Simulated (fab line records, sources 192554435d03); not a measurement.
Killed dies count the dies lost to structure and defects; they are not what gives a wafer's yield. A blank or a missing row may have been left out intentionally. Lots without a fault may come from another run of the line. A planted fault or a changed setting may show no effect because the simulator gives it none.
A lot that was struck, set against a sound lot -- flow n5_finfet -- 21 out of 1938 route steps
Sound: these wafers, L348.1, L348.2, L348.5. Struck: wafers L363.3, L363.5, L363.6. Last of all comes the cause.
Each step with rows lists, per side, the tool, then ch with its chambers, then its first start. Under that, the readings that differ: sound wafers -- struck wafers -- difference of the means -- sigmas: that difference in standard deviations of wafers without a fault.
alike: words and numbers the same on both sides, and readings whose means are apart by under 2 such deviations; not compared: readings that were withheld, readings missing a value for some wafer, numbers with overlapping values and no deviation given by the record, and bounds like >300 which may hide the same value.
A row with sigmas, a row that says differs or no value, or rows on one side alone: a step with any of these is where the two part. Non-overlapping numbers with no deviation appear without sigmas and do not part them. A reading that every wafer of one side lacks parts them only if that side has two wafers or more.

first, 11 steps without rows for these wafers: N5_BEOL_M3_ETCH_74 (etches underlayer in N2/H2, target depth 6.5 nm, time 5.2 s); N5_BEOL_M3_ETCH_63 (etches SiARC in CF4, target depth 15.6 nm, time 26 s); N5_BEOL_M3_ETCH_64 (etches SOC in N2/H2, target depth 75 nm, overetch 15 nm, time 112.5 s); N5_BEOL_M3_STRIP_65 (strips in N2/H2); N5_BEOL_M3_STRIP_75 (strips in N2/H2); N5_BEOL_M3_STRIP_66 (strips in CF4); N5_BEOL_M3_HM_OPEN_17 (chemistry Cl2/BCl3, target TiN, target depth 20 nm, overetch 6 nm); N5_BEOL_M3_STRIP_19 (strips in O2); N5_BEOL_M3_COAT_67 (time 60 s, resist thk 60 nm); N5_BEOL_M3_COAT_68 (time 60 s, resist thk 12 nm); N5_BEOL_M3_COAT_76 (time 60 s, resist thk 5 nm).
N5_BEOL_M3_COAT_22: resist thk 30 nm.
  sound on litho_track-02 ch 0, day 8 10:55; struck on litho_track-04 ch 0, day 12 10:58
reading,sound,struck,difference,sigmas
spin_speed_rpm (rpm),1498.4 1499.2 1499.4,1166.2 1167.0 1168.3,-331.8,-99 or more
model.CAR-EUV_of_BEOL_M3_COAT_22.thk_nm (nm),30 29.8 30,34.2 34.2 34,+4.2,
  alike: exhaust_pa
then, 5 steps without rows for these wafers: N5_BEOL_M3_EBR_24; N5_BEOL_M3_SOFTBAKE_23 (time 60 s); N5_BEOL_M3_EXPOSE_25 (exposes mask V2, defocus 5 nm); N5_BEOL_M3_PEB_26 (peb time 60 s); N5_BEOL_M3_DEVELOP_27 (develop time 30 s).
N5_BEOL_M3_DESCUM_33: chemistry O2, time 7 s.
  sound on rie_diel-01 ch 1,3, day 8 11:26; struck on rie_diel-03 ch 1,2, day 12 11:29
reading,sound,struck,difference,sigmas
model.CAR-EUV_of_BEOL_M3_COAT_22.thk_nm (nm),26 26 26,30.2 30.2 30.2,+4.2,
  alike: drypump_motor_current_A, oes_product_au, rf_fwd_power_W, rf_vpp_V, showerhead_plenum_p_Torr, throttle_valve_pct
  not compared: rf_hours_counter_h
then, 1 step without rows for these wafers: N5_BEOL_M3_ETCH_77 (etches underlayer in N2/H2, target depth 6.5 nm, time 5.2 s).
N5_BEOL_M4_RC_MEAS_101:
  sound on prober-01 ch 0, day 9 16:26; struck on prober-02 ch 0, day 13 17:47
  alike: DIBL_N, DIBL_P, IOFF_N, IOFF_P, ION_N, ION_P, SS_N, SS_P, VT_N, VT_P
N5_PASSIVATION_PROBE_49:
  sound wafers here have rows in the record (prober-01, day 13 19:22); struck ones have none

WHERE THEY PART
Earliest at N5_BEOL_M3_COAT_22; latest, in this record, at N5_PASSIVATION_PROBE_49.

WHY: what the simulator had put in
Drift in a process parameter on litho_track-04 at N5_BEOL_M3_COAT_22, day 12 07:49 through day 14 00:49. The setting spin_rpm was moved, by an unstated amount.
